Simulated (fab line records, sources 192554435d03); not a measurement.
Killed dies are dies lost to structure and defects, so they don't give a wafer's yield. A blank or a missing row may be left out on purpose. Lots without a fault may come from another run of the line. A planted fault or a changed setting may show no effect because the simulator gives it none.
Which tool did it? | flow n5_finfet | 24 lots, 72 wafers sampled, at 4 steps of a route of 1938

WHAT THE GAUGES READ, wafer by wafer
N5_SD_EPI_N_OVL_MEAS_10.
lot  | measured    | on         | SD_N_BLK_OVL (nm)
L074 | day 3 03:59 | overlay-02 | 1.2 1.6 1.0
L075 | day 3 07:41 | overlay-02 | -0.5 -0.7 -0.5
L076 | day 3 12:47 | overlay-02 | 0.1 0.7 -0.1
L077 | day 3 20:48 | overlay-01 | 0.3 -0.1 0.6
L078 | day 4 01:44 | overlay-01 | -0.2 -0.7 -0.6
L079 | day 4 07:31 | overlay-01 | -0.5 0.8 -0.2
L080 | day 4 11:40 | overlay-02 | -0.8 0.0 1.1
L081 | day 4 17:29 | overlay-02 | -0.7 -1.5 0.5
L082 | day 5 06:03 | overlay-02 | -0.2 0.2 0.2
L083 | day 5 11:45 | overlay-01 | -0.9 -0.9 -0.4
L084 | day 5 18:06 | overlay-01 | 1.1 1.1 0.8
L085 | day 5 23:48 | overlay-02 | 0.1 1.1 0.2
L086 | day 6 09:40 | overlay-02 | -1.2 0.0 -0.4
L087 | day 6 13:55 | overlay-02 | -0.3 0.2 1.0
L088 | day 6 17:04 | overlay-02 | -0.2 0.9 -0.4
L089 | day 6 21:39 | overlay-01 | -0.1 0.6 0.6
L090 | day 7 03:37 | overlay-01 | 0.6 0.0 0.6
L091 | day 7 08:03 | overlay-01 | -0.4 0.5 -0.9
L092 | day 7 14:07 | overlay-02 | -0.5 0.1 1.2
L093 | day 7 17:33 | overlay-01 | 0.3 1.8 1.3
L094 | day 8 01:37 | overlay-01 | 0.8 2.0 1.4
L095 | day 8 09:32 | overlay-01 | -0.2 -0.2 0.2
L096 | day 8 12:47 | overlay-02 | 1.0 0.0 1.1
L097 | day 8 19:24 | overlay-02 | 0.4 0.1 0.6

N5_SDB_INSPECT_36: inspects for defects (darkfield).
lot  | measured    | on                | raw_defect_count
L074 | day 4 01:53 | defect_inspect-02 | 22 39 32
L075 | day 4 04:01 | defect_inspect-02 | 57 35 45
L076 | day 4 08:45 | defect_inspect-02 | 37 39 34
L077 | day 4 16:50 | defect_inspect-01 | 19 52 51
L078 | day 4 22:31 | defect_inspect-01 | 52 53 45
L079 | day 5 04:37 | defect_inspect-02 | 29 16 36
L080 | day 5 10:58 | defect_inspect-01 | 35 29 39
L081 | day 5 17:03 | defect_inspect-01 | 36 33 39
L082 | day 6 04:18 | defect_inspect-02 | 73 35 26
L083 | day 6 10:29 | defect_inspect-02 | 63 55 53
L084 | day 6 14:55 | defect_inspect-01 | 32 60 38
L085 | day 6 20:24 | defect_inspect-01 | 17 19 15
L086 | day 7 06:13 | defect_inspect-01 | 21 25 24
L087 | day 7 10:31 | defect_inspect-01 | 18 22 35
L088 | day 7 13:49 | defect_inspect-02 | 28 48 27
L089 | day 7 17:40 | defect_inspect-02 | 41 21 20
L090 | day 8 01:28 | defect_inspect-01 | 27 44 39
L091 | day 8 05:32 | defect_inspect-02 | 16 45 46
L092 | day 8 10:05 | defect_inspect-01 | 38 87 90
L093 | day 8 17:31 | defect_inspect-01 | 20 35 34
L094 | day 8 22:16 | defect_inspect-02 | 46 40 25
L095 | day 9 06:07 | defect_inspect-01 | 27 35 27
L096 | day 9 09:59 | defect_inspect-02 | 39 36 39
L097 | day 9 16:33 | defect_inspect-02 | 22 49 43

WHICH TOOL RAN EACH LOT (tool, then ch and the chambers of the sampled wafers, then the start)
lot  | N5_SPACER0_ALD_00                | N5_SD_EPI_N_ETCH_16
L074 | ald_sin-03 ch 0,1,3, day 3 03:08 | rie_diel-06 ch 1,3, day 3 04:40
L075 | ald_sin-04 ch 1,2,3, day 3 06:51 | rie_diel-05 ch 1,2,3, day 3 08:25
L076 | ald_sin-04 ch 1,2, day 3 11:56   | rie_diel-05 ch 0,1,3, day 3 13:28
L077 | ald_sin-04 ch 0,1,3, day 3 19:57 | rie_diel-06 ch 1,3, day 3 21:28
L078 | ald_sin-04 ch 2,3, day 4 00:53   | rie_diel-06 ch 2,3, day 4 02:29
L079 | ald_sin-01 ch 0,2,3, day 4 06:49 | rie_diel-05 ch 0,2,3, day 4 08:19
L080 | ald_sin-01 ch 2,3, day 4 10:49   | rie_diel-05 ch 0,2,3, day 4 12:20
L081 | ald_sin-04 ch 0,1, day 4 16:38   | rie_diel-05 ch 0,3, day 4 18:10
L082 | ald_sin-04 ch 1,2, day 5 05:11   | rie_diel-05 ch 0,3, day 5 06:59
L083 | ald_sin-04 ch 1,3, day 5 11:02   | rie_diel-05 ch 0,2,3, day 5 12:25
L084 | ald_sin-04 ch 1,2,3, day 5 17:16 | rie_diel-05 ch 0,1,2, day 5 18:47
L085 | ald_sin-03 ch 1,2,3, day 5 22:57 | rie_diel-03 ch 1,2,3, day 6 00:39
L086 | ald_sin-01 ch 2,3, day 6 08:57   | rie_diel-06 ch 0,2, day 6 10:37
L087 | ald_sin-04 ch 0,1,3, day 6 13:04 | rie_diel-03 ch 0,2, day 6 14:38
L088 | ald_sin-03 ch 0,1,3, day 6 16:13 | rie_diel-03 ch 0,2,3, day 6 17:46
L089 | ald_sin-04 ch 2,3, day 6 20:49   | rie_diel-06 ch 0,3, day 6 22:22
L090 | ald_sin-01 ch 0,1,3, day 7 02:46 | rie_diel-05 ch 0,1,2, day 7 04:45
L091 | ald_sin-04 ch 1,2,3, day 7 07:20 | rie_diel-06 ch 1,2,3, day 7 08:43
L092 | ald_sin-04 ch 1,2, day 7 13:16   | rie_diel-05 ch 0,1,2, day 7 14:47
L093 | ald_sin-03 ch 0,1,3, day 7 16:50 | rie_diel-03 ch 1,3, day 7 18:39
L094 | ald_sin-01 ch 0,1,2, day 8 00:53 | rie_diel-06 ch 0,1,3, day 8 02:43
L095 | ald_sin-01 ch 0,1,2, day 8 08:49 | rie_diel-05 ch 0,1, day 8 10:58
L096 | ald_sin-03 ch 1,2, day 8 11:56   | rie_diel-05 ch 1,2, day 8 13:28
L097 | ald_sin-03 ch 0,3, day 8 18:41   | rie_diel-03 ch 0,2, day 8 20:17
- N5_SPACER0_ALD_00: deposits SiOCN, target thk 3.5 nm, pulse time 3 s, purge time 2 s.
- N5_SD_EPI_N_ETCH_16: etches SiO2 in CHF3/O2, target depth 5 nm.

WHAT THE TOOLS THEMSELVES READ (means of the sampled wafers that have a number; where no wafer has one, the mark that the record gives instead)
N5_SPACER0_ALD_00.
lot  | tool       | heater_power_w (W) | precursor_pulse_height_rel
L074 | ald_sin-03 | 849                | 0.977
L075 | ald_sin-04 | 855                | 1.017
L076 | ald_sin-04 | 915                | 0.991
L077 | ald_sin-04 | 776                | 0.994
L078 | ald_sin-04 | 839                | 0.999
L079 | ald_sin-01 | 844                | 0.996
L080 | ald_sin-01 | 932                | 0.998
L081 | ald_sin-04 | 763                | 0.998
L082 | ald_sin-04 | 838                | 0.998
L083 | ald_sin-04 | 788                | 1.016
L084 | ald_sin-04 | 842                | 1.001
L085 | ald_sin-03 | 886                | 1.008
L086 | ald_sin-01 | 897                | 1.005
L087 | ald_sin-04 | 774                | 0.999
L088 | ald_sin-03 | 854                | 0.988
L089 | ald_sin-04 | 902                | 1.002
L090 | ald_sin-01 | 775                | 0.997
L091 | ald_sin-04 | 850                | 0.971
L092 | ald_sin-04 | 841                | 1.010
L093 | ald_sin-03 | 862                | 1.014
L094 | ald_sin-01 | 850                | 0.990
L095 | ald_sin-01 | 850                | 0.999
L096 | ald_sin-03 | 855                | 0.996
L097 | ald_sin-03 | 891                | 0.987

N5_SD_EPI_N_ETCH_16.
lot  | tool        | bias_w (W) | drypump_motor_current_A (A) | oes_product_au (a.u.) | rf_vpp_V (V) | showerhead_plenum_p_Torr (Torr) | throttle_valve_pct (%)
L074 | rie_diel-06 | 170.4      | 5.5                         | 0.71                  | 519          | 2.45                            | 19.22
L075 | rie_diel-05 | 169.7      | 5.3                         | 0.74                  | 521          | 2.39                            | 18.97
L076 | rie_diel-05 | 169.8      | 5.7                         | 0.80                  | 527          | 2.41                            | 18.97
L077 | rie_diel-06 | 170.0      | 5.5                         | 0.70                  | 520          | 2.44                            | 19.23
L078 | rie_diel-06 | 169.6      | 4.8                         | 0.69                  | 514          | 2.48                            | 19.17
L079 | rie_diel-05 | 169.9      | 5.6                         | 0.83                  | 513          | 2.36                            | 18.96
L080 | rie_diel-05 | 170.6      | 5.6                         | 0.81                  | 512          | 2.36                            | 18.95
L081 | rie_diel-05 | 170.0      | 6.0                         | 0.87                  | 518          | 2.38                            | 18.95
L082 | rie_diel-05 | 170.1      | 6.0                         | 0.79                  | 520          | 2.39                            | 19.00
L083 | rie_diel-05 | 170.1      | 5.6                         | 0.81                  | 512          | 2.36                            | 18.98
L084 | rie_diel-05 | 170.0      | 5.3                         | 0.86                  | 518          | 2.38                            | 18.84
L085 | rie_diel-03 | 169.6      | 5.7                         | 0.79                  | 531          | 2.43                            | 18.93
L086 | rie_diel-06 | 169.4      | 4.9                         | 0.76                  | 510          | 2.40                            | 18.95
L087 | rie_diel-03 | 170.3      | 6.1                         | 0.76                  | 535          | 2.41                            | 19.08
L088 | rie_diel-03 | 170.4      | 5.9                         | 0.77                  | 535          | 2.43                            | 18.97
L089 | rie_diel-06 | 170.0      | 5.0                         | 0.77                  | 513          | 2.50                            | 19.03
L090 | rie_diel-05 | 170.4      | 5.3                         | 0.84                  | 518          | 2.37                            | 18.85
L091 | rie_diel-06 | 169.4      | 5.1                         | 0.68                  | 516          | 2.42                            | 19.23
L092 | rie_diel-05 | 170.2      | 5.3                         | 0.83                  | 518          | 2.37                            | 18.87
L093 | rie_diel-03 | 170.1      | 5.6                         | 0.79                  | 530          | 2.41                            | 18.91
L094 | rie_diel-06 | 169.6      | 5.3                         | 0.75                  | 513          | 2.46                            | 19.06
L095 | rie_diel-05 | 169.5      | 5.3                         | 0.86                  | 532          | 2.41                            | 18.77
L096 | rie_diel-05 | 169.8      | 4.9                         | 0.77                  | 512          | 2.35                            | 18.90
L097 | rie_diel-03 | 170.8      | 5.9                         | 0.92                  | 536          | 2.43                            | 18.77

THE ANSWER, worked out from the rows above alone
Rule: what is usual is taken from the lots themselves. Put in order of their means at a reading, lots are off if they are a third of the lots or fewer, leave a main group of 4 or more, and stand apart from it by a gap of 3 or more times the standard deviation of the main group's means; of several such gaps the widest counts. A main group whose means are all the same, to the digits that the tables above print for the reading, isn't used. A lot without any number at a reading at which 4 lots or more have one is off too. The other lots that the step has rows for count as sound. The gauges are gone through in route order, then the tools' own readings, and for those a lot's mean is taken as printed above. The first step at which some lot is off is used, and at that step the reading that is off furthest; a lot without a number counts as furthest.
No lot is off at any reading shown: from this, nothing can be told.

WHAT THE SIMULATOR HAD PUT IN
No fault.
